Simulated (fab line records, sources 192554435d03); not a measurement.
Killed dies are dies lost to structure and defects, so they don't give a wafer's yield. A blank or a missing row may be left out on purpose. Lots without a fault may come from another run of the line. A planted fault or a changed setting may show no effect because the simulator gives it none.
A struck lot beside a sound one | flow n5_finfet | 18 steps out of a route of 1938
Sound: wafers L507.1, L507.3, L507.5. Struck: wafer L509.2. (L509.4, L509.6 of the same lot were not struck and are left out.) The cause comes at the end.
At each step with rows: each side's tool, then ch and its chambers, then its first start. Under that, the readings that differ: sound wafers | struck wafers | difference of the means | sigmas: that difference in standard deviations of wafers without a fault.
alike: readings whose means differ by less than 2 such deviations, and words and numbers that are the same on both sides. not compared: withheld readings, readings that some wafer has no value for, bounds like >300 that may hide the same value, and numbers for which the record gives no deviation and whose values overlap.
The two part at a step that has a row with sigmas, a row that says differs or no value, or rows on one side only. Numbers that don't overlap but have no deviation are shown without sigmas and don't part them. A reading that every wafer of one side lacks parts them only if that side has two wafers or more.

first, 1 step without rows for these wafers: N5_BEOL_M4_ANNEAL_82 (time 240 s).
N5_BEOL_M4_SPUTTER_86: material Cu, target thk 4.5 nm, time 8.29 s.
  sound on pvd_sputter-01, day 9 04:07; struck on pvd_sputter-01, day 9 13:17
  alike: throttle_valve_pct
then, 1 step without rows for these wafers: N5_BEOL_M4_ANNEAL_87 (time 240 s).
N5_BEOL_M4_SPUTTER_88: material Cu, target thk 4.5 nm, time 8.29 s.
  sound on pvd_sputter-01, day 9 04:20; struck on pvd_sputter-01, day 9 13:31
  alike: throttle_valve_pct
then, 1 step without rows for these wafers: N5_BEOL_M4_ANNEAL_89 (time 240 s).
N5_BEOL_M4_SPUTTER_90: material Cu, target thk 4.5 nm, time 8.29 s.
  sound on pvd_sputter-01, day 9 04:33; struck on pvd_sputter-01, day 9 13:44
  alike: throttle_valve_pct
then, 2 steps without rows for these wafers: N5_BEOL_M4_ANNEAL_91 (time 240 s); N5_BEOL_M4_SPUTTER_92 (material Cu, target thk 4.5 nm, time 8.29 s).
N5_BEOL_M4_ANNEAL_93: time 240 s.
  sound on pvd_sputter-01, day 9 04:51; struck on pvd_sputter-01, day 9 14:02
  alike: heater_power_w
then, 1 step without rows for these wafers: N5_BEOL_M4_SPUTTER_94 (material Cu, target thk 4.5 nm, time 8.29 s).
N5_BEOL_M4_ANNEAL_95: time 240 s.
  sound on pvd_sputter-01, day 9 05:04; struck on pvd_sputter-01, day 9 14:15
  alike: heater_power_w
then, 1 step without rows for these wafers: N5_BEOL_M4_SPUTTER_96 (material Cu, target thk 4.5 nm, time 8.29 s).
N5_BEOL_M4_ECD_50: material Cu, target thk 300 nm.
  sound on ecd_cu-02 ch 0,1, day 9 05:20; struck on ecd_cu-02 ch 1, day 9 14:30
  reading                                | sound           | struck | difference | sigmas
  model.Cu_of_BEOL_M4_ECD_50.thk_nm (nm) | 301.4 305 298.2 | 422.4  | +120.9     |
then, 1 step without rows for these wafers: N5_BEOL_M4_ANNEAL_51 (time 90 s).
N5_BEOL_M4_CMP_52: polishes, stops on SiOC, t overpolish 6.8 s, target thk 40 nm.
  sound on cmp-02 ch 0,2,3, day 9 05:46; struck on cmp-01 ch 2, day 9 14:58
  reading                | sound          | struck | difference | sigmas
  time_to_endpoint_s (s) | 66.9 68.3 65.1 | 92.9   | +26.1      | +10
  alike: motor_current_A
  not compared: pad_life_wafers
N5_BEOL_M4_THK_MEAS_53: measures by xrf.
  sound on film_metro-02, day 9 06:01; struck on film_metro-01, day 9 15:10
  alike: M4_THK
N5_BEOL_M4_RC_MEAS_101:
  sound on prober-01 ch 0, day 9 06:25; struck on prober-01 ch 0, day 9 15:38
  reading       | sound          | struck | difference | sigmas
  DIBL_P (mV/V) | 36.1 36.0 35.3 | 39.9   | +4.1       | +3
  alike: DIBL_N, IOFF_N, IOFF_P, ION_N, ION_P, SS_N, SS_P, VT_N, VT_P
then, 1 step without rows for these wafers: N5_PASSIVATION_PROBE_49.

WHERE THEY PART
First at N5_BEOL_M4_CMP_52; last, within this record, at N5_BEOL_M4_RC_MEAS_101.

WHY: what the simulator had put in
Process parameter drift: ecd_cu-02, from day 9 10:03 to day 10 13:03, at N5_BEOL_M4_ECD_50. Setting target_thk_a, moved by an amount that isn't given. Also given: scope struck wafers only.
